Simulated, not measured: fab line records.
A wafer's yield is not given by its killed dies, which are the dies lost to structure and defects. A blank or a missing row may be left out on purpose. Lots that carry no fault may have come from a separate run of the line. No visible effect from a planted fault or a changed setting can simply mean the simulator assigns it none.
Matching of chambers ; flow n5 finfet ; pecvd-03 running N5_BEOL_M0_SAQP_PECVD_96: 3 sister chambers
The step deposits a-Si from SiH4/He, target thk 45 nm, time 45.2 s. 6 wafers are shown with their chamber, then 7 later ones without.

EACH WAFER AND ITS CHAMBER
wafer;chamber;throttle valve pct (%);showerhead plenum p Torr (Torr)
L079.6;1;17.0;5.71
L089.6;1;17.2;5.74
L092.1;0;19.9;5.77
L092.6;2;17.5;5.64
L093.1;2;17.7;5.62
L093.4;0;20.1;5.76

WAFERS MISSING THEIR CHAMBER
wafer;throttle valve pct (%);showerhead plenum p Torr (Torr)
L093.5;17.7;5.61
L094.1;20.0;5.77
L094.5;17.3;5.72
L094.6;20.0;5.76
L096.2;17.8;5.61
L096.3;17.0;5.72
L096.5;20.1;5.76

WHICH CHAMBER EACH WENT THROUGH
wafer;from the rows above;in truth
L093.5;2;2
L094.1;0;0
L094.5;1;1
L094.6;0;0
L096.2;2;2
L096.3;1;1
L096.5;0;0
Correct placement for 7 of the 7. Can't be placed from these rows: 0. Number placed wrongly: 0.
How it was worked out, from the rows above alone: a wafer's distance from a chamber is the root of the sum, over the readings, of the square of ((its reading less the chamber's mean) divided by the reading's scatter). The wafer belongs to the nearest chamber; if the next one is less than 2 further off, it can't be placed. The mean given for a chamber averages the wafers shown for that chamber. The scatter: the root of (the sum of the squares of (reading less its chamber's mean) over the shown wafers, divided by (wafers less chambers)).
